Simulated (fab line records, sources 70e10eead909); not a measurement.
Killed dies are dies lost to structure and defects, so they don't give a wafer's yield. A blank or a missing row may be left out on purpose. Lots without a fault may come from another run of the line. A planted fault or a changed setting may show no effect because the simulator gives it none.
Which tool did it? | flow nand_harc | 22 lots, 66 wafers sampled, at 2 steps of a route of 1159

WHAT THE GAUGES READ, wafer by wafer
NHARC_A_ONON_D1_THK_MEAS_11: measures by ellipsometry.
lot  | measured     | on            | thk_nm (nm)
L075 | day 7 20:19  | film_metro-01 | 982 983 982
L077 | day 8 08:39  | film_metro-02 | 991 990 990
L076 | day 8 08:40  | film_metro-01 | 1007 1004 1007
L078 | day 8 17:21  | film_metro-02 | 1006 1005 1006
L080 | day 9 13:36  | film_metro-02 | 1016 1015 1015
L082 | day 9 13:33  | film_metro-01 | 1000 1000 998
L081 | day 9 13:34  | film_metro-02 | 992 992 994
L083 | day 9 23:51  | film_metro-01 | 1010 1008 1009
L084 | day 10 09:13 | film_metro-01 | 992 994 993
L085 | day 10 16:22 | film_metro-01 | 1000 998 999
L086 | day 10 16:23 | film_metro-02 | 985 985 985
L087 | day 11 09:19 | film_metro-02 | 1020 1021 1019
L089 | day 11 09:11 | film_metro-01 | 1020 1019 1021
L088 | day 11 09:34 | film_metro-02 | 998 998 997
L090 | day 11 16:43 | film_metro-01 | 990 990 991
L091 | day 11 16:44 | film_metro-02 | 1011 1010 1010
L093 | day 12 11:58 | film_metro-02 | 1004 1004 1002
L095 | day 12 11:59 | film_metro-01 | 1003 1001 1001
L092 | day 12 12:01 | film_metro-02 | 1010 1009 1010
L094 | day 12 16:29 | film_metro-01 | 1020 1021 1020
L096 | day 12 22:40 | film_metro-02 | 996 995 996
L097 | day 12 22:46 | film_metro-01 | 979 981 982

WHICH TOOL RAN EACH LOT (tool, then ch and the chambers of the sampled wafers, then the start)
lot  | NHARC_P_BONDPAD_ETCH_37
L075 | rie_diel-08 ch 0,2,3, day 6 14:31
L077 | rie_diel-03 ch 0,2,3, day 7 03:44
L076 | rie_diel-03 ch 0,1,2, day 7 04:32
L078 | rie_diel-03 ch 0,1,2, day 7 13:29
L080 | rie_diel-03 ch 0,1,3, day 8 09:47
L082 | rie_diel-03 ch 0,2, day 8 10:45
L081 | rie_diel-03 ch 0,1, day 8 11:16
L083 | rie_diel-03 ch 2,3, day 8 18:35
L084 | rie_diel-03 ch 0,3, day 9 04:27
L085 | rie_diel-03 ch 0,1,2, day 9 12:20
L086 | rie_diel-03 ch 2,3, day 9 13:16
L087 | rie_diel-05 ch 0,2,3, day 10 01:08
L089 | rie_diel-05 ch 1,2, day 10 01:30
L088 | rie_diel-08 ch 1,2, day 10 02:01
L090 | rie_diel-03 ch 0,1,2, day 10 12:05
L091 | rie_diel-03 ch 2,3, day 10 12:14
L093 | rie_diel-03 ch 0,2,3, day 11 07:46
L095 | rie_diel-03 ch 0,1,3, day 11 08:56
L092 | rie_diel-03 ch 1,2,3, day 11 09:05
L094 | rie_diel-03 ch 0,1,2, day 11 12:12
L096 | rie_diel-03 ch 0,2,3, day 11 18:49
L097 | rie_diel-03 ch 0,1,2, day 11 19:35
- NHARC_P_BONDPAD_ETCH_37: etches the open film in N2/H2, target depth 60 nm, overetch 18 nm, time 65.91 s.

WHAT THE TOOLS THEMSELVES READ (means of the sampled wafers that have a number; where no wafer has one, the mark that the record gives instead)
NHARC_P_BONDPAD_ETCH_37.
lot  | tool        | chamber_pressure_mTorr (mTorr) | drypump_motor_current_A (A) | oes_product_au (a.u.) | rf_vpp_V (V) | showerhead_plenum_p_Torr (Torr) | throttle_valve_pct (%)
L075 | rie_diel-08 | 29.984                         | 5.8                         | 1.007                 | 430.2        | 2.04                            | 14.177
L077 | rie_diel-03 | 29.988                         | 5.4                         | 0.999                 | 428.7        | 1.97                            | 14.167
L076 | rie_diel-03 | 30.014                         | 5.1                         | 1.010                 | 429.9        | 2.02                            | 14.175
L078 | rie_diel-03 | 30.015                         | 5.1                         | 1.006                 | 429.5        | 2.02                            | 14.171
L080 | rie_diel-03 | 30.010                         | 5.0                         | 1.000                 | 429.2        | 2.02                            | 14.169
L082 | rie_diel-03 | 29.983                         | 5.2                         | 0.997                 | 430.5        | 2.04                            | 14.171
L081 | rie_diel-03 | 29.999                         | 4.8                         | 0.997                 | 432.4        | 2.09                            | 14.172
L083 | rie_diel-03 | 29.981                         | 5.7                         | 1.017                 | 426.3        | 1.89                            | 14.171
L084 | rie_diel-03 | 30.024                         | 5.1                         | 0.999                 | 430.6        | 2.04                            | 14.174
L085 | rie_diel-03 | 30.000                         | 5.1                         | 1.002                 | 429.9        | 2.02                            | 14.170
L086 | rie_diel-03 | 29.990                         | 5.7                         | 1.002                 | 426.1        | 1.89                            | 14.173
L087 | rie_diel-05 | 29.998                         | 6.0                         | 1.006                 | 432.3        | 2.11                            | 14.156
L089 | rie_diel-05 | 30.031                         | 5.8                         | 0.993                 | 433.2        | 2.13                            | 14.170
L088 | rie_diel-08 | 30.033                         | 5.5                         | 0.996                 | 429.6        | 2.00                            | 14.162
L090 | rie_diel-03 | 30.006                         | 5.1                         | 1.006                 | 430.9        | 2.02                            | 14.172
L091 | rie_diel-03 | 30.029                         | 5.6                         | 0.999                 | 425.9        | 1.90                            | 14.161
L093 | rie_diel-03 | 30.002                         | 5.4                         | 0.998                 | 427.9        | 1.97                            | 14.168
L095 | rie_diel-03 | 29.987                         | 5.0                         | 1.006                 | 430.4        | 2.02                            | 14.173
L092 | rie_diel-03 | 30.027                         | 5.3                         | 1.012                 | 427.8        | 1.95                            | 14.181
L094 | rie_diel-03 | 30.027                         | 5.1                         | 0.995                 | 430.9        | 2.02                            | 14.172
L096 | rie_diel-03 | 29.977                         | 5.4                         | 1.004                 | 428.2        | 1.97                            | 14.173
L097 | rie_diel-03 | 30.036                         | 5.1                         | 1.001                 | 430.1        | 2.02                            | 14.164

THE ANSWER, worked out from the rows above alone
Rule: what is usual is taken from the lots themselves. Put in order of their means at a reading, lots are off if they are a third of the lots or fewer, leave a main group of 4 or more, and stand apart from it by a gap of 3 or more times the standard deviation of the main group's means; of several such gaps the widest counts. A main group whose means are all the same, to the digits that the tables above print for the reading, isn't used. A lot without any number at a reading at which 4 lots or more have one is off too. The other lots that the step has rows for count as sound. The gauges are gone through in route order, then the tools' own readings, and for those a lot's mean is taken as printed above. The first step at which some lot is off is used, and at that step the reading that is off furthest; a lot without a number counts as furthest.
No lot is off at any reading shown: from this, nothing can be told.

WHAT THE SIMULATOR HAD PUT IN
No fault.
